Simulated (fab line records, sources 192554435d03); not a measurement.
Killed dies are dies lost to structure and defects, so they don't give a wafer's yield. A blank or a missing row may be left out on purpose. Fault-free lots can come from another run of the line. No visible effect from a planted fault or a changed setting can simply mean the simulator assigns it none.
Chamber matching | flow n5 finfet | N5_BEOL_M0_CMP_120 on cmp-04 has 4 sister chambers
The step polishes, stops on SiOC, t overpolish 6.9 s. 4 wafers are shown with their chamber, then 9 later ones without.

WAFERS, EACH WITH ITS CHAMBER
wafer  | chamber | motor current A (A)
L087.5 | 1       | 6.6
L087.6 | 2       | 6.3
L088.4 | 3       | 6.1
L088.5 | 0       | 4.6

WAFERS WITH NO CHAMBER GIVEN
wafer  | motor current A (A)
L089.1 | 6.2
L089.4 | 6.4
L089.6 | 6.1
L090.3 | 5.1
L090.4 | 6.6
L090.6 | 4.9
L094.2 | 6.5
L094.3 | 4.8
L094.6 | 4.7

EACH ONE'S CHAMBER
wafer  | from the rows above          | in truth
L089.1 | can't be placed: 2 or 3 or 1 | 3
L089.4 | can't be placed: 2 or 1 or 3 | 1
L089.6 | can't be placed: 3 or 2      | 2
L090.3 | 0                            | 0
L090.4 | can't be placed: 1 or 2      | 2
L090.6 | 0                            | 0
L094.2 | can't be placed: 1 or 2 or 3 | 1
L094.3 | 0                            | 0
L094.6 | 0                            | 0
Correctly placed: 4 of 9. Cannot be placed on the basis of these rows: 5; the candidates contain the true chamber in 5. Placed wrongly: 0.
How it was worked out, from the rows above alone: a wafer's distance from a chamber is the root of the sum, over the readings, of the square of ((its reading less the chamber's mean) divided by the reading's scatter). The wafer belongs to the nearest chamber; if the next one is less than 2 further off, it can't be placed. The mean given for a chamber averages the wafers shown for that chamber. The scatter: with one shown wafer a chamber, the root of the mean of the squares of how far each hidden wafer lies from its nearest shown one.
